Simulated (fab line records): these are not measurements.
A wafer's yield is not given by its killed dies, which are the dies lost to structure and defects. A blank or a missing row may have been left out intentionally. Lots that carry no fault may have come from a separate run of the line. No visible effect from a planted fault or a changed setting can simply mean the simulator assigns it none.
Chamber matching || flow nandHarc || rieDiel-06 running NHARC_A_SLIT_ETCH_24: 4 sister chambers
The step etches the open film in CF4/CHF3, target depth 121 nm, time 60.5 s. 14 wafers are shown with their chamber, then 7 later ones without.

== EACH WAFER AND ITS CHAMBER ==
{"wafer": "L074.2", "chamber": 3, "showerheadPlenumPTorr (Torr)": 1.61, "rfVppV (V)": 370.6, "throttleValvePct (%)": 16.815}
{"wafer": "L074.5", "chamber": 3, "showerheadPlenumPTorr (Torr)": 1.61, "rfVppV (V)": 371.5, "throttleValvePct (%)": 16.804}
{"wafer": "L074.6", "chamber": 2, "showerheadPlenumPTorr (Torr)": 1.54, "rfVppV (V)": 369.8, "throttleValvePct (%)": 16.794}
{"wafer": "L083.2", "chamber": 3, "showerheadPlenumPTorr (Torr)": 1.60, "rfVppV (V)": 370.0, "throttleValvePct (%)": 16.807}
{"wafer": "L083.3", "chamber": 1, "showerheadPlenumPTorr (Torr)": 1.49, "rfVppV (V)": 369.8, "throttleValvePct (%)": 16.811}
{"wafer": "L083.5", "chamber": 0, "showerheadPlenumPTorr (Torr)": 1.49, "rfVppV (V)": 367.8, "throttleValvePct (%)": 16.785}
{"wafer": "L089.2", "chamber": 0, "showerheadPlenumPTorr (Torr)": 1.48, "rfVppV (V)": 368.3, "throttleValvePct (%)": 16.800}
{"wafer": "L089.3", "chamber": 3, "showerheadPlenumPTorr (Torr)": 1.60, "rfVppV (V)": 371.8, "throttleValvePct (%)": 16.799}
{"wafer": "L089.4", "chamber": 1, "showerheadPlenumPTorr (Torr)": 1.49, "rfVppV (V)": 367.6, "throttleValvePct (%)": 16.790}
{"wafer": "L090.3", "chamber": 2, "showerheadPlenumPTorr (Torr)": 1.54, "rfVppV (V)": 369.5, "throttleValvePct (%)": 16.795}
{"wafer": "L090.4", "chamber": 0, "showerheadPlenumPTorr (Torr)": 1.48, "rfVppV (V)": 368.5, "throttleValvePct (%)": 16.818}
{"wafer": "L090.5", "chamber": 0, "showerheadPlenumPTorr (Torr)": 1.48, "rfVppV (V)": 368.0, "throttleValvePct (%)": 16.806}
{"wafer": "L091.2", "chamber": 0, "showerheadPlenumPTorr (Torr)": 1.48, "rfVppV (V)": 366.9, "throttleValvePct (%)": 16.791}
{"wafer": "L091.5", "chamber": 3, "showerheadPlenumPTorr (Torr)": 1.60, "rfVppV (V)": 371.8, "throttleValvePct (%)": 16.815}

SIGNATURES, as means of the wafers listed above
{"reading": "showerheadPlenumPTorr", "chamber 0": 1.4820, "chamber 1": 1.4900, "chamber 2": 1.5400, "chamber 3": 1.6040, "scatter within a chamber": 0.00447}
{"reading": "rfVppV", "chamber 0": 367.900, "chamber 1": 368.700, "chamber 2": 369.650, "chamber 3": 371.140, "scatter within a chamber": 0.812}
{"reading": "throttleValvePct", "chamber 0": 16.80000, "chamber 1": 16.80050, "chamber 2": 16.79450, "chamber 3": 16.80800, "scatter within a chamber": 0.0104}
Rule: for a wafer and a chamber, the distance is found by dividing, reading by reading, the gap between the wafer's reading and the chamber's mean by the reading's scatter, squaring, summing and taking the root. If the next closest chamber is less than 2 further off than the closest, the wafer can't be placed; otherwise it belongs to the closest. The scatter: the root of (the sum of the squares of (reading less its chamber's mean) over the shown wafers, divided by (wafers less chambers)).

== WAFERS WHOSE CHAMBER IS MISSING ==
{"wafer": "L091.6", "showerheadPlenumPTorr (Torr)": 1.54, "rfVppV (V)": 369.0, "throttleValvePct (%)": 16.824}
{"wafer": "L092.1", "showerheadPlenumPTorr (Torr)": 1.48, "rfVppV (V)": 369.6, "throttleValvePct (%)": 16.814}
{"wafer": "L092.4", "showerheadPlenumPTorr (Torr)": 1.60, "rfVppV (V)": 370.6, "throttleValvePct (%)": 16.788}
{"wafer": "L092.5", "showerheadPlenumPTorr (Torr)": 1.48, "rfVppV (V)": 367.7, "throttleValvePct (%)": 16.789}
{"wafer": "L095.3", "showerheadPlenumPTorr (Torr)": 1.49, "rfVppV (V)": 367.3, "throttleValvePct (%)": 16.802}
{"wafer": "L095.4", "showerheadPlenumPTorr (Torr)": 1.48, "rfVppV (V)": 366.3, "throttleValvePct (%)": 16.799}
{"wafer": "L095.5", "showerheadPlenumPTorr (Torr)": 1.49, "rfVppV (V)": 368.7, "throttleValvePct (%)": 16.803}

== CHAMBER TAKEN BY EACH ==
{"wafer": "L091.6", "from the rows above": 2, "in truth": 2}
{"wafer": "L092.1", "from the rows above": "can't be placed: 0 or 1", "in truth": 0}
{"wafer": "L092.4", "from the rows above": 3, "in truth": 3}
{"wafer": "L092.5", "from the rows above": "can't be placed: 0 or 1", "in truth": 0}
{"wafer": "L095.3", "from the rows above": "can't be placed: 1 or 0", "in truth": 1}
{"wafer": "L095.4", "from the rows above": "can't be placed: 0 or 1", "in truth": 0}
{"wafer": "L095.5", "from the rows above": "can't be placed: 1 or 0", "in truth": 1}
Correctly placed: 2 of 7. Unplaceable from these rows: 5, with the true chamber sitting among the candidates in 5. 0 placed wrongly.
